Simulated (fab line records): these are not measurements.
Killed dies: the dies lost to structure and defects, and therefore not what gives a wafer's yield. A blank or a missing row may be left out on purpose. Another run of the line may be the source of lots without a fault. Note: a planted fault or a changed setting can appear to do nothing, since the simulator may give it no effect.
Which tool is to blame? / flow n5Finfet / 25 wafers from 9 lots sampled at 5 of the route's 1938 steps

## WHAT EACH GAUGE READ, for each wafer
N5_BEOL_M4_RC_MEAS_101. Usual: DIBL_N 36.3 mV/V, standard deviation 1.7; DIBL_P 36.3 mV/V, standard deviation 2.2; IOFF_N 0.16 nA/um, standard deviation 0.034; IOFF_P 0.21 nA/um, standard deviation 0.038; ION_N 673 uA/um, standard deviation 13; ION_P 461 uA/um, standard deviation 8.3; SS_N 71.5 mV/dec, standard deviation 0.55; SS_P 73.3 mV/dec, standard deviation 0.67; VT_N 250 mV, standard deviation 3.4; VT_P -251 mV, standard deviation 3.5.
lot=L164; measured=day 8 01:49; on=prober-01; DIBL_N (mV/V)=40.2 36.2 35.2; DIBL_P (mV/V)=39.4 35.4 33.2; IOFF_N (nA/um)=0.24 0.16 0.12; IOFF_P (nA/um)=0.28 0.19 0.16; ION_N (uA/um)=688 679 653; ION_P (uA/um)=460 461 446; SS_N (mV/dec)=72.3 71.2 71.2; SS_P (mV/dec)=72.9 72.6 72.5; VT_N (mV)=244 250 254; VT_P (mV)=-246 -251 -254; flag=
lot=L166; measured=day 8 09:55; on=prober-01; DIBL_N (mV/V)=35.3 33.9 35.4; DIBL_P (mV/V)=34.0 32.8 35.6; IOFF_N (nA/um)=0.15 0.12 0.15; IOFF_P (nA/um)=0.18 0.17 0.21; ION_N (uA/um)=665 644 660; ION_P (uA/um)=454 446 456; SS_N (mV/dec)=70.9 70.8 71.4; SS_P (mV/dec)=73.4 73.3 73.8; VT_N (mV)=249 253 253; VT_P (mV)=-251 -253 -249; flag=
lot=L170; measured=day 9 16:16; on=prober-02; DIBL_N (mV/V)=35.2 34.3 34.7; DIBL_P (mV/V)=35.5 34.4 35.5; IOFF_N (nA/um)=0.16 0.14 0.16; IOFF_P (nA/um)=0.21 0.19 0.21; ION_N (uA/um)=673 659 670; ION_P (uA/um)=459 455 465; SS_N (mV/dec)=70.9 71.2 71.2; SS_P (mV/dec)=73.5 71.9 73.0; VT_N (mV)=247 251 249; VT_P (mV)=-252 -253 -251; flag=
lot=L173; measured=day 9 21:37; on=prober-01; DIBL_N (mV/V)=39.5 35.5 36.1; DIBL_P (mV/V)=39.5 35.5 35.8; IOFF_N (nA/um)=0.22 0.15 0.15; IOFF_P (nA/um)=0.33 0.23 0.22; ION_N (uA/um)=698 680 677; ION_P (uA/um)=484 472 468; SS_N (mV/dec)=72.3 71.4 72.1; SS_P (mV/dec)=74.4 73.7 73.2; VT_N (mV)=248 248 253; VT_P (mV)=-241 -245 -247; flag=
lot=L175; measured=day 10 21:47; on=prober-02; DIBL_N (mV/V)=35.7 37.9 36.9; DIBL_P (mV/V)=35.9 37.6 37.3; IOFF_N (nA/um)=0.16 0.19 0.18; IOFF_P (nA/um)=0.18 0.21 0.20; ION_N (uA/um)=676 662 679; ION_P (uA/um)=459 452 452; SS_N (mV/dec)=71.1 72.6 71.7; SS_P (mV/dec)=72.8 73.9 73.5; VT_N (mV)=248 249 247; VT_P (mV)=-253 -251 -253; flag=
lot=L180; measured=day 11 15:26; on=prober-02; DIBL_N (mV/V)=34.9 35.7; DIBL_P (mV/V)=35.9 35.8; IOFF_N (nA/um)=0.14 0.15; IOFF_P (nA/um)=0.17 0.17; ION_N (uA/um)=665 678; ION_P (uA/um)=454 457; SS_N (mV/dec)=70.8 70.9; SS_P (mV/dec)=73.4 72.5; VT_N (mV)=251 251; VT_P (mV)=-255 -255; flag=
lot=L179; measured=day 12 02:27; on=prober-01; DIBL_N (mV/V)=38.7 38.9 36.7; DIBL_P (mV/V)=38.5 40.0 36.8; IOFF_N (nA/um)=0.21 0.22 0.17; IOFF_P (nA/um)=0.23 0.26 0.20; ION_N (uA/um)=690 701 681; ION_P (uA/um)=466 469 461; SS_N (mV/dec)=72.0 71.7 71.6; SS_P (mV/dec)=74.1 74.2 74.4; VT_N (mV)=246 245 247; VT_P (mV)=-253 -249 -254; flag=
lot=L181; measured=day 12 04:41; on=prober-02; DIBL_N (mV/V)=37.7 36.4; DIBL_P (mV/V)=36.8 34.9; IOFF_N (nA/um)=0.17 0.14; IOFF_P (nA/um)=0.17 0.15; ION_N (uA/um)=680 674; ION_P (uA/um)=453 454; SS_N (mV/dec)=71.8 70.8; SS_P (mV/dec)=73.3 72.7; VT_N (mV)=248 250; VT_P (mV)=-259 -259; flag=
lot=L187; measured=day 13 08:58; on=prober-02; DIBL_N (mV/V)=36.2 38.1 38.4; DIBL_P (mV/V)=35.5 37.5 38.9; IOFF_N (nA/um)=0.14 0.18 0.20; IOFF_P (nA/um)=0.17 0.20 0.23; ION_N (uA/um)=662 671 693; ION_P (uA/um)=453 455 465; SS_N (mV/dec)=71.2 71.8 71.8; SS_P (mV/dec)=73.1 73.8 74.1; VT_N (mV)=253 248 248; VT_P (mV)=-256 -251 -253; flag=

## EACH LOT AND THE TOOL THAT RAN IT (in order: tool; ch and the chambers of the sampled wafers; start)
lot=L164; N5_BEOL_M4_ALD_98=aldSin-03 ch 0,2,3, day 7 11:51; N5_BEOL_M4_ETCHBACK_99=rieDiel-04 ch 0,2,3, day 7 21:16; N5_BEOL_M4_STRIP_36=rieDiel-04 ch 0,2,3, day 7 21:28; N5_BEOL_M4_TRENCH_ETCH_37=rieDiel-04 ch 0,2,3, day 8 01:49 or earlier
lot=L166; N5_BEOL_M4_ALD_98=aldSin-01 ch 1,2,3, day 8 03:47; N5_BEOL_M4_ETCHBACK_99=rieDiel-05 ch 1,2,3, day 8 05:24; N5_BEOL_M4_STRIP_36=rieDiel-05 ch 1,2,3, day 8 05:37; N5_BEOL_M4_TRENCH_ETCH_37=rieDiel-05 ch 1,2,3, day 8 09:55 or earlier
lot=L170; N5_BEOL_M4_ALD_98=aldSin-04 ch 0,3, day 9 04:43; N5_BEOL_M4_ETCHBACK_99=rieDiel-05 ch 0,1,3, day 9 11:45; N5_BEOL_M4_STRIP_36=rieDiel-05 ch 0,1,3, day 9 11:57; N5_BEOL_M4_TRENCH_ETCH_37=rieDiel-05 ch 0,1,3, day 9 16:16 or earlier
lot=L173; N5_BEOL_M4_ALD_98=aldSin-03 ch 1,3, day 9 15:07; N5_BEOL_M4_ETCHBACK_99=rieDiel-05 ch 0,1, day 9 15:34; N5_BEOL_M4_STRIP_36=rieDiel-05 ch 0,1, day 9 15:46; N5_BEOL_M4_TRENCH_ETCH_37=rieDiel-05 ch 0,1, day 9 21:37 or earlier
lot=L175; N5_BEOL_M4_ALD_98=aldSin-04 ch 0,1,3, day 10 15:56; N5_BEOL_M4_ETCHBACK_99=rieDiel-05 ch 1,2, day 10 17:11; N5_BEOL_M4_STRIP_36=rieDiel-05 ch 1,2, day 10 17:24; N5_BEOL_M4_TRENCH_ETCH_37=rieDiel-05 ch 1,2, day 10 21:47 or earlier
lot=L180; N5_BEOL_M4_ALD_98=aldSin-03 ch 2,3, day 11 07:29; N5_BEOL_M4_ETCHBACK_99=rieDiel-03 ch 1, day 11 10:29; N5_BEOL_M4_STRIP_36=rieDiel-03 ch 1, day 11 10:41; N5_BEOL_M4_TRENCH_ETCH_37=rieDiel-03 ch 1, day 11 15:26 or earlier
lot=L179; N5_BEOL_M4_ALD_98=aldSin-03 ch 0,1,3, day 11 21:22; N5_BEOL_M4_ETCHBACK_99=rieDiel-04 ch 0,1, day 11 22:08; N5_BEOL_M4_STRIP_36=rieDiel-04 ch 0,1, day 11 22:20; N5_BEOL_M4_TRENCH_ETCH_37=rieDiel-04 ch 0,1, day 12 02:27 or earlier
lot=L181; N5_BEOL_M4_ALD_98=aldSin-03 ch 3, day 11 21:56; N5_BEOL_M4_ETCHBACK_99=rieDiel-04 ch 0,1, day 11 22:38; N5_BEOL_M4_STRIP_36=rieDiel-04 ch 0,1, day 11 22:50; N5_BEOL_M4_TRENCH_ETCH_37=rieDiel-04 ch 0,1, day 12 04:41 or earlier
lot=L187; N5_BEOL_M4_ALD_98=aldSin-04 ch 1,2, day 13 00:11; N5_BEOL_M4_ETCHBACK_99=rieDiel-03 ch 1,2,3, day 13 04:14; N5_BEOL_M4_STRIP_36=rieDiel-03 ch 1,2,3, day 13 04:27; N5_BEOL_M4_TRENCH_ETCH_37=rieDiel-03 ch 1,2,3, day 13 08:58 or earlier
- N5_BEOL_M4_ALD_98: deposits SiO2, target thk 2.5 nm, pulse time 1 s, co reactant pulse time 1 s.
- N5_BEOL_M4_ETCHBACK_99: etches SiO2 in CHF3, target depth 5 nm, time 10.4 s.
- N5_BEOL_M4_STRIP_36: strips in N2/H2.
- N5_BEOL_M4_TRENCH_ETCH_37: etches SiOC in C4F6/O2, target depth 55.555 nm, time 29.2 s.

## AS READ BY THE TOOLS THEMSELVES (means over the sampled wafers that have a number; for cases with no such wafer, the mark the record gives instead)
N5_BEOL_M4_ALD_98. Usual: heaterPowerW 78 W, standard deviation 9.1; precursorPulseHeightRel 1.000, standard deviation 0.018.
lot=L164; tool=aldSin-03; heaterPowerW (W)=80; precursorPulseHeightRel=0.990; flag=
lot=L166; tool=aldSin-01; heaterPowerW (W)=81; precursorPulseHeightRel=1.010; flag=
lot=L170; tool=aldSin-04; heaterPowerW (W)=84; precursorPulseHeightRel=0.989; flag=
lot=L173; tool=aldSin-03; heaterPowerW (W)=80; precursorPulseHeightRel=1.007; flag=
lot=L175; tool=aldSin-04; heaterPowerW (W)=78; precursorPulseHeightRel=1.016; flag=
lot=L180; tool=aldSin-03; heaterPowerW (W)=79; precursorPulseHeightRel=0.996; flag=
lot=L179; tool=aldSin-03; heaterPowerW (W)=82; precursorPulseHeightRel=0.998; flag=
lot=L181; tool=aldSin-03; heaterPowerW (W)=96; precursorPulseHeightRel=1.000; flag=
lot=L187; tool=aldSin-04; heaterPowerW (W)=73; precursorPulseHeightRel=1.001; flag=

N5_BEOL_M4_ETCHBACK_99. Usual: chamberPressureMTorr 30.00 mTorr, standard deviation 0.042; drypumpMotorCurrentA 5.8 A, standard deviation 0.43; oesProductAu 0.81 a.u., standard deviation 0.091; rfVppV 242 V, standard deviation 5.5; showerheadPlenumPTorr 2.16 Torr, standard deviation 0.071; throttleValvePct 17.02 %, standard deviation 0.22.
lot=L164; tool=rieDiel-04; chamberPressureMTorr (mTorr)=30.03; drypumpMotorCurrentA (A)=5.8; oesProductAu (a.u.)=0.78; rfVppV (V)=242; showerheadPlenumPTorr (Torr)=2.13; throttleValvePct (%)=17.21; flag=
lot=L166; tool=rieDiel-05; chamberPressureMTorr (mTorr)=30.02; drypumpMotorCurrentA (A)=5.6; oesProductAu (a.u.)=0.80; rfVppV (V)=242; showerheadPlenumPTorr (Torr)=2.13; throttleValvePct (%)=16.95; flag=
lot=L170; tool=rieDiel-05; chamberPressureMTorr (mTorr)=29.97; drypumpMotorCurrentA (A)=5.7; oesProductAu (a.u.)=0.81; rfVppV (V)=243; showerheadPlenumPTorr (Torr)=2.17; throttleValvePct (%)=16.95; flag=
lot=L173; tool=rieDiel-05; chamberPressureMTorr (mTorr)=30.01; drypumpMotorCurrentA (A)=5.7; oesProductAu (a.u.)=0.86; rfVppV (V)=241; showerheadPlenumPTorr (Torr)=2.14; throttleValvePct (%)=16.91; flag=
lot=L175; tool=rieDiel-05; chamberPressureMTorr (mTorr)=29.99; drypumpMotorCurrentA (A)=5.6; oesProductAu (a.u.)=0.83; rfVppV (V)=237; showerheadPlenumPTorr (Torr)=2.09; throttleValvePct (%)=16.94; flag=
lot=L180; tool=rieDiel-03; chamberPressureMTorr (mTorr)=29.99; drypumpMotorCurrentA (A)=5.1; oesProductAu (a.u.)=0.70; rfVppV (V)=243; showerheadPlenumPTorr (Torr)=2.12; throttleValvePct (%)=17.18; flag=
lot=L179; tool=rieDiel-04; chamberPressureMTorr (mTorr)=30.02; drypumpMotorCurrentA (A)=6.2; oesProductAu (a.u.)=0.86; rfVppV (V)=245; showerheadPlenumPTorr (Torr)=2.21; throttleValvePct (%)=17.15; flag=
lot=L181; tool=rieDiel-04; chamberPressureMTorr (mTorr)=29.97; drypumpMotorCurrentA (A)=6.1; oesProductAu (a.u.)=0.88; rfVppV (V)=245; showerheadPlenumPTorr (Torr)=2.18; throttleValvePct (%)=17.16; flag=
lot=L187; tool=rieDiel-03; chamberPressureMTorr (mTorr)=30.01; drypumpMotorCurrentA (A)=6.0; oesProductAu (a.u.)=0.81; rfVppV (V)=240; showerheadPlenumPTorr (Torr)=2.11; throttleValvePct (%)=17.01; flag=

N5_BEOL_M4_STRIP_36. Usual: chamberPressureMTorr 20.00 mTorr, standard deviation 0.03; drypumpMotorCurrentA 5.8 A, standard deviation 0.43; n2FlowSccm 200.0 sccm, standard deviation 0.61; oesProductAu 0.81 a.u., standard deviation 0.094; powerW 450.1 W, standard deviation 1.3; rfVppV 59.2 V, standard deviation 1.5; showerheadPlenumPTorr 2.54 Torr, standard deviation 0.09; throttleValvePct 23.5 %, standard deviation 0.33.
lot=L164; tool=rieDiel-04; chamberPressureMTorr (mTorr)=20.00; drypumpMotorCurrentA (A)=5.8; n2FlowSccm (sccm)=199.9; oesProductAu (a.u.)=0.79; powerW (W)=450.0; rfVppV (V)=58.8; showerheadPlenumPTorr (Torr)=2.50; throttleValvePct (%)=23.7; flag=
lot=L166; tool=rieDiel-05; chamberPressureMTorr (mTorr)=19.96; drypumpMotorCurrentA (A)=5.5; n2FlowSccm (sccm)=199.7; oesProductAu (a.u.)=0.80; powerW (W)=450.4; rfVppV (V)=59.1; showerheadPlenumPTorr (Torr)=2.52; throttleValvePct (%)=23.3; flag=
lot=L170; tool=rieDiel-05; chamberPressureMTorr (mTorr)=19.98; drypumpMotorCurrentA (A)=5.6; n2FlowSccm (sccm)=199.8; oesProductAu (a.u.)=0.80; powerW (W)=450.6; rfVppV (V)=59.4; showerheadPlenumPTorr (Torr)=2.56; throttleValvePct (%)=23.3; flag=
lot=L173; tool=rieDiel-05; chamberPressureMTorr (mTorr)=20.03; drypumpMotorCurrentA (A)=5.7; n2FlowSccm (sccm)=200.4; oesProductAu (a.u.)=0.89; powerW (W)=450.4; rfVppV (V)=58.8; showerheadPlenumPTorr (Torr)=2.51; throttleValvePct (%)=23.2; flag=
lot=L175; tool=rieDiel-05; chamberPressureMTorr (mTorr)=20.02; drypumpMotorCurrentA (A)=5.6; n2FlowSccm (sccm)=200.5; oesProductAu (a.u.)=0.83; powerW (W)=450.2; rfVppV (V)=59.4; showerheadPlenumPTorr (Torr)=2.46; throttleValvePct (%)=23.3; flag=
lot=L180; tool=rieDiel-03; chamberPressureMTorr (mTorr)=20.05; drypumpMotorCurrentA (A)=5.1; n2FlowSccm (sccm)=201.2; oesProductAu (a.u.)=0.69; powerW (W)=449.2; rfVppV (V)=58.9; showerheadPlenumPTorr (Torr)=2.48; throttleValvePct (%)=23.3; flag=
lot=L179; tool=rieDiel-04; chamberPressureMTorr (mTorr)=20.02; drypumpMotorCurrentA (A)=6.2; n2FlowSccm (sccm)=200.2; oesProductAu (a.u.)=0.86; powerW (W)=450.3; rfVppV (V)=59.0; showerheadPlenumPTorr (Torr)=2.61; throttleValvePct (%)=23.9; flag=
lot=L181; tool=rieDiel-04; chamberPressureMTorr (mTorr)=20.00; drypumpMotorCurrentA (A)=6.1; n2FlowSccm (sccm)=199.6; oesProductAu (a.u.)=0.86; powerW (W)=450.9; rfVppV (V)=58.5; showerheadPlenumPTorr (Torr)=2.58; throttleValvePct (%)=23.9; flag=
lot=L187; tool=rieDiel-03; chamberPressureMTorr (mTorr)=19.98; drypumpMotorCurrentA (A)=6.0; n2FlowSccm (sccm)=199.9; oesProductAu (a.u.)=0.81; powerW (W)=449.1; rfVppV (V)=58.9; showerheadPlenumPTorr (Torr)=2.47; throttleValvePct (%)=23.5; flag=

N5_BEOL_M4_TRENCH_ETCH_37. Usual: chamberPressureMTorr 30.00 mTorr, standard deviation 0.038; drypumpMotorCurrentA 5.8 A, standard deviation 0.43; oesProductAu 0.81 a.u., standard deviation 0.092; rfVppV 668 V, standard deviation 15; showerheadPlenumPTorr 2.85 Torr, standard deviation 0.091; throttleValvePct 20.81 %, standard deviation 0.21.
lot=L164; tool=rieDiel-04; chamberPressureMTorr (mTorr)=29.98; drypumpMotorCurrentA (A)=5.9; oesProductAu (a.u.)=0.78; rfVppV (V)=667; showerheadPlenumPTorr (Torr)=2.81; throttleValvePct (%)=21.01; flag=
lot=L166; tool=rieDiel-05; chamberPressureMTorr (mTorr)=30.01; drypumpMotorCurrentA (A)=5.5; oesProductAu (a.u.)=0.80; rfVppV (V)=667; showerheadPlenumPTorr (Torr)=2.82; throttleValvePct (%)=20.72; flag=
lot=L170; tool=rieDiel-05; chamberPressureMTorr (mTorr)=29.98; drypumpMotorCurrentA (A)=5.7; oesProductAu (a.u.)=0.82; rfVppV (V)=674; showerheadPlenumPTorr (Torr)=2.87; throttleValvePct (%)=20.74; flag=
lot=L173; tool=rieDiel-05; chamberPressureMTorr (mTorr)=29.97; drypumpMotorCurrentA (A)=5.7; oesProductAu (a.u.)=0.87; rfVppV (V)=663; showerheadPlenumPTorr (Torr)=2.83; throttleValvePct (%)=20.72; flag=
lot=L175; tool=rieDiel-05; chamberPressureMTorr (mTorr)=30.01; drypumpMotorCurrentA (A)=5.6; oesProductAu (a.u.)=0.83; rfVppV (V)=656; showerheadPlenumPTorr (Torr)=2.78; throttleValvePct (%)=20.72; flag=
lot=L180; tool=rieDiel-03; chamberPressureMTorr (mTorr)=30.00; drypumpMotorCurrentA (A)=5.1; oesProductAu (a.u.)=0.69; rfVppV (V)=673; showerheadPlenumPTorr (Torr)=2.81; throttleValvePct (%)=20.93; flag=
lot=L179; tool=rieDiel-04; chamberPressureMTorr (mTorr)=29.98; drypumpMotorCurrentA (A)=6.2; oesProductAu (a.u.)=0.86; rfVppV (V)=678; showerheadPlenumPTorr (Torr)=2.91; throttleValvePct (%)=20.97; flag=
lot=L181; tool=rieDiel-04; chamberPressureMTorr (mTorr)=29.99; drypumpMotorCurrentA (A)=6.1; oesProductAu (a.u.)=0.86; rfVppV (V)=676; showerheadPlenumPTorr (Torr)=2.88; throttleValvePct (%)=20.96; flag=
lot=L187; tool=rieDiel-03; chamberPressureMTorr (mTorr)=30.00; drypumpMotorCurrentA (A)=6.0; oesProductAu (a.u.)=0.81; rfVppV (V)=661; showerheadPlenumPTorr (Torr)=2.79; throttleValvePct (%)=20.81; flag=

## THE ANSWER, worked out from the rows above alone
Rule: a lot is off if the mean of its wafers that have a number lies more than 3 standard deviations from the usual mean. Also off: a lot with no number at a reading for which 4 or more lots have one. The other lots that the step has rows for count as sound. Order of review: gauges by route order, followed by the tools' own readings, for which a lot's mean as printed above is used. At the first step where some lot is off, the reading lying furthest off is the one used; lots without a number count as furthest.
No lot is off at any reading shown: from this, nothing can be told.

## WHAT HAD BEEN PUT IN BY THE SIMULATOR
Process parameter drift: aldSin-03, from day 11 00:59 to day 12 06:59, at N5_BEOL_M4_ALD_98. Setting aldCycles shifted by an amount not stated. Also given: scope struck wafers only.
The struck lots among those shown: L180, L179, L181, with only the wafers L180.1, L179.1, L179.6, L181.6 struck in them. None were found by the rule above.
